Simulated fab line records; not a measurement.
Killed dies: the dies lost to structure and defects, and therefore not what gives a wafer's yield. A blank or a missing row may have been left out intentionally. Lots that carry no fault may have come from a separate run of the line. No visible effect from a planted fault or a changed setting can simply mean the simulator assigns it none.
A lot that was struck, set against a sound lot | flow nand-harc | 18 steps out of a route of 1159
Sound: wafers L395.1, L395.3, L395.5. Struck: wafer L407.2. (L407.4, L407.5 of the same lot were not struck and are left out.) The cause comes at the end.
Order at every step that has rows: each side's tool, ch and its chambers, its first start. Under that, the readings that differ: sound wafers | struck wafers | difference of the means | sigmas: that difference in standard deviations of wafers without a fault.
alike: same words and numbers on both sides, and readings whose means sit less than 2 such deviations apart. not compared: any withheld reading, any reading some wafer has no value for, any bound like >300 that may hide the same value, and any number with overlapping values for which the record gives no deviation.
Wherever a step has rows on one side only, a row that says differs or no value, or a row with sigmas, the two part there. When numbers do not overlap yet have no deviation, they are printed without sigmas and do not part them. A reading missing from all wafers of one side parts the sides only when that side holds two or more wafers.

first, 6 steps without rows for these wafers: NHARC_THIN_TSV_COAT_27; NHARC_THIN_TSV_SOFTBAKE_28 (time 95 s); NHARC_THIN_TSV_EBR_29; NHARC_THIN_TSV_EXPOSE_30 (exposes mask PAD); NHARC_THIN_TSV_PEB_31 (peb time 85 s); NHARC_THIN_TSV_DEVELOP_32 (time 70 s).
NHARC_THIN_TSV_CD_MEAS_33: target cd 5000 nm.
  sound on cd-sem-03 ch 0, day 19 20:14; struck on cd-sem-02 ch 0, day 22 23:17
  alike: cd-nm
then, 1 step without rows for these wafers: NHARC_THIN_TSV_HARDBAKE_34 (time 80 s).
NHARC_THIN_TSV_DESCUM_35: chemistry O2, time 3 s.
  sound on rie-diel-06 ch 2,3, day 19 20:24; struck on rie-diel-06 ch 1, day 22 23:26
  reading                     | sound       | struck | difference | sigmas
  drypump-motor-current-A (A) | 5.7 6.7 6.7 | 4.8    | -1.6       | -3
  alike: oes-product-au, rf-vpp-V, showerhead-plenum-p-Torr, throttle-valve-pct
  not compared: rf-hours-counter-h
NHARC_THIN_TSV_ETCH_59: etches the open film in Cl2/BCl3, target depth 880 nm, time 138.1 s.
  sound on rie-metal-01 ch 0, day 19 20:34; struck on rie-metal-02 ch 1, day 22 23:36
  reading    | sound            | struck | difference | sigmas
  bias-w (W) | 99.4 100.3 100.1 | 100.6  | +0.7       | +2
  alike: drypump-motor-current-A, he-backside-leak-sccm, mfc-cl2-sccm, oes-product-au, throttle-valve-pct
  not compared: rf-hours-counter-h
NHARC_THIN_TSV_ETCH_36: etches the open film in Cl2/BCl3, target depth 65 nm, time 18.571 s.
  sound on rie-metal-01 ch 0,1, day 19 20:48; struck on rie-metal-02 ch 0, day 22 23:49
  alike: drypump-motor-current-A, he-backside-leak-sccm, oes-product-au
  not compared: rf-hours-counter-h
NHARC_THIN_TSV_STRIP_56: strips in O2.
  sound on plasma-asher-02 ch 0,1, day 19 21:16; struck on plasma-asher-02 ch 0, day 22 23:55
  alike: drypump-motor-current-A, heater-power-w
  not compared: rf-hours-counter-h
NHARC_THIN_TSV_STRIP_57: strips in post etch residue remover, time 1200 s.
  sound on wet-bench-10 ch 3,5,7, day 19 21:34; struck on wet-bench-08 ch 0,3,4, day 23 00:17
NHARC_THIN_TSV_CD_MEAS_37:
  sound on cd-sem-01 at day 19 22:02; struck on cd-sem-02 at day 23 00:43
  alike: cd-nm
then, 1 step without rows for these wafers: NHARC_THIN_TSV_ANNEAL_58 (time 1800 s).
NHARC_THIN_TSV_INSPECT_40:
  sound on defect-inspect-02 at day 20 02:29; struck on defect-inspect-01 at day 23 04:58
  reading          | sound       | struck | difference | sigmas
  raw-defect-count | 558 555 493 | 762    | +227       | +3
NHARC_END_WLT_00:
  sound on prober-01 at day 20 07:15; struck on prober-02 at day 23 05:32
  alike: VT_DECK1_BOTTOM, VT_DECK1_BOTTOM_INNER, VT_DECK1_MEDIAN_NEAR_BOTTOM, VT_DECK1_MEDIAN_NEAR_BOTTOM_INNER, VT_DECK1_MIDDLE, VT_DECK1_MIDDLE_INNER, VT_DECK1_TOP, VT_DECK1_TOP_INNER
NHARC_END_SORT_01:
  sound on prober-01 ch 0, day 20 10:16; struck on prober-02 ch 0, day 23 08:51
  reading                  | sound          | struck | difference | sigmas
  defect-limited-yield (%) | 95.7 96.8 96.9 | 86.1   | -10.4      | -6
  killed-at-other          | 1 0 0          | 67     | +67        | +78
  killed-dies              | 29 22 21       | 94     | +70        | +6
  sort_bin_2_pct (%)       | 1.2 1.3 1.2    | 6.9    | +5.7       | +9
  sort_bin_3_pct (%)       | 0 0 0.15       | 1.92   | +1.87      | +9
  sort_bin_4_pct (%)       | 3.1 1.9 1.8    | 5.0    | +2.7       | +2
  sort-n-pass              | 648 655 656    | 583    | -70        | -6
  sort-rim-yield-pct (%)   | 96.2 98.1 98.1 | 91.5   | -6.0       | -4
  sort-yield-pct (%)       | 95.7 96.8 96.9 | 86.1   | -10.4      | -6
  alike: killed-at-array, killed-at-periphery, killed-open, killed-short

== WHERE THEY PART ==
Earliest at NHARC_THIN_TSV_DESCUM_35; latest, in this record, at NHARC_END_SORT_01.

WHY: the cause the simulator had injected
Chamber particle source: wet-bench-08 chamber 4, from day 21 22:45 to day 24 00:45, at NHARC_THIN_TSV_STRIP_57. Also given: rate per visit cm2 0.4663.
